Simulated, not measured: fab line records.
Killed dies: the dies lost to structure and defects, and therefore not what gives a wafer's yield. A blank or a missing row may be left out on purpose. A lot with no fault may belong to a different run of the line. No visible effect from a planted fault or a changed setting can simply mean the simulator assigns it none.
Chamber matching	flow n5-finfet	4 sister chambers for N5_BEOL_M0_SAQP_ETCH_83 on rie-diel-05
The step etches SiARC in CF4, target depth 39 nm, time 65 s. 14 wafers are shown with their chamber, then 7 later ones without.

WAFERS, EACH WITH ITS CHAMBER
wafer	chamber	drypump-motor-current-A (A)	showerhead-plenum-p-Torr (Torr)	throttle-valve-pct (%)
L186.2	0	5.85	2.08	15.88
L186.3	2	5.59	2.18	15.40
L186.6	1	5.71	2.14	15.34
L189.2	0	5.85	2.08	15.90
L189.4	0	5.85	2.08	15.90
L189.6	1	5.74	2.14	15.35
L193.2	3	6.15	2.27	15.60
L193.3	2	5.57	2.17	15.43
L193.6	1	5.73	2.14	15.35
L194.3	0	5.84	2.07	15.90
L194.4	1	5.73	2.14	15.35
L194.5	0	5.84	2.07	15.90
L195.1	1	5.73	2.14	15.34
L195.2	2	5.56	2.17	15.44

SIGNATURES (means of the wafers above)
reading	chamber 0	chamber 1	chamber 2	chamber 3	scatter within a chamber
drypump-motor-current-A	5.8460	5.7280	5.5733	6.1500	0.0103
showerhead-plenum-p-Torr	2.0760	2.1400	2.1733	2.2700	0.00432
throttle-valve-pct	15.8960	15.3460	15.4233	15.6000	0.0114
Rule: a wafer's distance from a chamber is the root of the sum, over the readings, of the square of ((its reading less the chamber's mean) divided by the reading's scatter). The wafer belongs to the nearest chamber; if the next one is less than 2 further off, it can't be placed. The scatter: take each reading less its chamber's mean, square it, sum over the shown wafers, divide by the number of wafers less the number of chambers, and take the root.

WAFERS WITHOUT THEIR CHAMBER
wafer	drypump-motor-current-A (A)	showerhead-plenum-p-Torr (Torr)	throttle-valve-pct (%)
L195.4	5.84	2.07	15.90
L199.2	5.76	2.13	15.38
L199.4	6.12	2.27	15.61
L199.6	5.58	2.17	15.43
L205.4	5.77	2.13	15.41
L205.5	5.84	2.07	15.95
L205.6	6.14	2.27	15.64

EACH ONE'S CHAMBER
wafer	from the rows above	in truth
L195.4	0	0
L199.2	1	1
L199.4	3	3
L199.6	2	2
L205.4	1	1
L205.5	0	0
L205.6	3	3
7 of 7 placed correctly. From these rows, 0 cannot be placed. Placed wrongly: 0.
